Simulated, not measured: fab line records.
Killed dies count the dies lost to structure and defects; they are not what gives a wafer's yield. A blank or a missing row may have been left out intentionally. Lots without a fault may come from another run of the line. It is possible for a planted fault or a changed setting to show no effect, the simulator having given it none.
Chamber matching | flow n5-finfet | N5_BEOL_M11_ALD_74 on ald-metal-02 has 4 sister chambers
The step deposits TaN, target thk 2 nm, pulse time 2 s, purge time 3 s. 4 wafers are shown with their chamber, then 11 later ones without.

== WAFERS, EACH WITH ITS CHAMBER ==
wafer  | chamber | heater-power-w (W)
L077.6 | 3       | 365
L082.5 | 0       | 453
L085.4 | 1       | 439
L088.1 | 2       | 400

== WAFERS MISSING THEIR CHAMBER ==
wafer  | heater-power-w (W)
L088.2 | 452
L088.5 | 451
L087.3 | 368
L087.4 | 444
L087.5 | 365
L091.1 | 459
L091.3 | 434
L091.6 | 371
L092.1 | 398
L092.4 | 439
L092.6 | 441

== CHAMBER TAKEN BY EACH ==
wafer  | from the rows above     | in truth
L088.2 | 0                       | 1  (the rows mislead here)
L088.5 | 0                       | 0
L087.3 | 3                       | 3
L087.4 | can't be placed: 1 or 0 | 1
L087.5 | 3                       | 3
L091.1 | 0                       | 0
L091.3 | 1                       | 1
L091.6 | 3                       | 3
L092.1 | 2                       | 2
L092.4 | 1                       | 1
L092.6 | 1                       | 1
Correctly placed: 9 of 11. Unplaceable from these rows: 1, with the true chamber sitting among the candidates in 1. Number placed wrongly: 1.
How it was worked out, from the rows above alone: a wafer's distance from a chamber is the root of the sum, over the readings, of the square of ((its reading less the chamber's mean) divided by the reading's scatter). If the next closest chamber is less than 2 further off than the closest, the wafer can't be placed; otherwise it belongs to the closest. For every chamber, the mean is computed from those of its wafers that are shown. The scatter: with one shown wafer a chamber, the root of the mean of the squares of how far each hidden wafer lies from its nearest shown one.
